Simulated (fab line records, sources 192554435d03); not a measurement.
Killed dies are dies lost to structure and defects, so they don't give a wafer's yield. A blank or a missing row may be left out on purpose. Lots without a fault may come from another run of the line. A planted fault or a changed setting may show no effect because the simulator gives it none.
Problem report in the 8D (eight disciplines) form, filled by code | flow n5_finfet | the parts of the form that need people (team, actions taken, sign-off) are left out

1. THE PROBLEM
bias_w at N5_BEOL_M8_ETCH_62 reads a mean of 142.8 W on 2 wafers of 1 lot; wafers without a fault read 150.0 W with a standard deviation of 0.42. That is -17 standard deviations from the usual mean.
The step: etches SOC in N2/H2, target depth 110 nm, overetch 22 nm, time 165 s.
First seen on wafer L351.3, day 12 12:55, on rie_diel-02. The record holds 15 wafers of 5 lots with a number at this step. Rule for "out", or "out of limits": more than 4 standard deviations from the usual mean. The other wafers with a number count as sound.

2. WHAT IT IS AND WHAT IT IS NOT
question                    | is                | is not
which readings at this step | bias_w, rf_vpp_V  | drypump_motor_current_A, showerhead_plenum_p_Torr, throttle_valve_pct
which lots                  | L351              | L340, L356, L357, L361
which wafers of those lots  | L351.3, L351.5    | L351.4
read on which tools         | rie_diel-02       | rie_diel-01
when                        | from day 12 12:55 | up to then (4 sound wafers); but 9 sound wafers of L356, L357, L361 came after

3. SUSPECTS, AND WHAT RULES EACH OUT
Counting: a tool at a process step up to the reading stays a suspect if it ran every lot that is out. Sound lots after the first of them don't rule it out here, since some wafers of a struck lot are sound.
- rie_diel-02 at N5_BEOL_M8_DESCUM_16 (chemistry O2, time 7.9 s): kept. It ran the lot that is out, L351 (day 12 12:49); its last sound lot up to then is L340 (day 10 03:57).
- rie_diel-02 at N5_BEOL_M8_ETCH_61 (etches SiARC in CF4, target depth 45.5 nm, time 75.8 s): kept. It ran the lot that is out, L351 (day 12 12:52); its last sound lot up to then is L340 (day 10 03:59).
- rie_diel-02 at N5_BEOL_M8_ETCH_62 (etches SOC in N2/H2, target depth 110 nm, overetch 22 nm, time 165 s): kept. It ran the lot that is out, L351 (day 12 12:55); its last sound lot up to then is L340 (day 10 04:02). Its own readings are out on those wafers: bias_w, rf_vpp_V.
- Within rie_diel-02 at N5_BEOL_M8_DESCUM_16: the wafers that are out ran in chamber 2; their sound lot-mates ran in chamber 0.
- Within rie_diel-02 at N5_BEOL_M8_ETCH_61: the wafers that are out ran in chamber 2; their sound lot-mates ran in chamber 0.
- Within rie_diel-02 at N5_BEOL_M8_ETCH_62: the wafers that are out ran in chamber 2; their sound lot-mates ran in chamber 0.
Left after counting: rie_diel-02 at N5_BEOL_M8_DESCUM_16, rie_diel-02 at N5_BEOL_M8_ETCH_61, rie_diel-02 at N5_BEOL_M8_ETCH_62.

4. THE CAUSE (what the simulator had put in)
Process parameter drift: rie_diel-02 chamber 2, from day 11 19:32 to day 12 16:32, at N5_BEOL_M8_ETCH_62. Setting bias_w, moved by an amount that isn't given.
Counting left 3 suspects, and this tool is among them.

5. THE CHAIN OF EFFECTS, in route order
Each row: a reading whose mean over the struck wafers that have a number lies more than 3 standard deviations from the usual. Only readings for which the record gives a usual standard deviation are gone through. hours: the time from each lot's start at the first step in this table that gives one to its start at this step, as a median over the lots. sigmas: the change in usual standard deviations.
hours | step               | reading  | usual   | on struck wafers | change | sigmas
0     | N5_BEOL_M8_ETCH_62 | bias_w   | 150.0 W | 142.8            | -7.2   | -17
0     | N5_BEOL_M8_ETCH_62 | rf_vpp_V | 524.6 V | 511.9            | -12.7  | -4.7
The process steps in it:
- N5_BEOL_M8_ETCH_62: etches SOC in N2/H2, target depth 110 nm, overetch 22 nm, time 165 s.

6. WHAT WOULD HAVE CAUGHT IT SOONER
In this record the first reading out of limits was taken at day 12 12:55, 17 hours after the fault began at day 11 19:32.
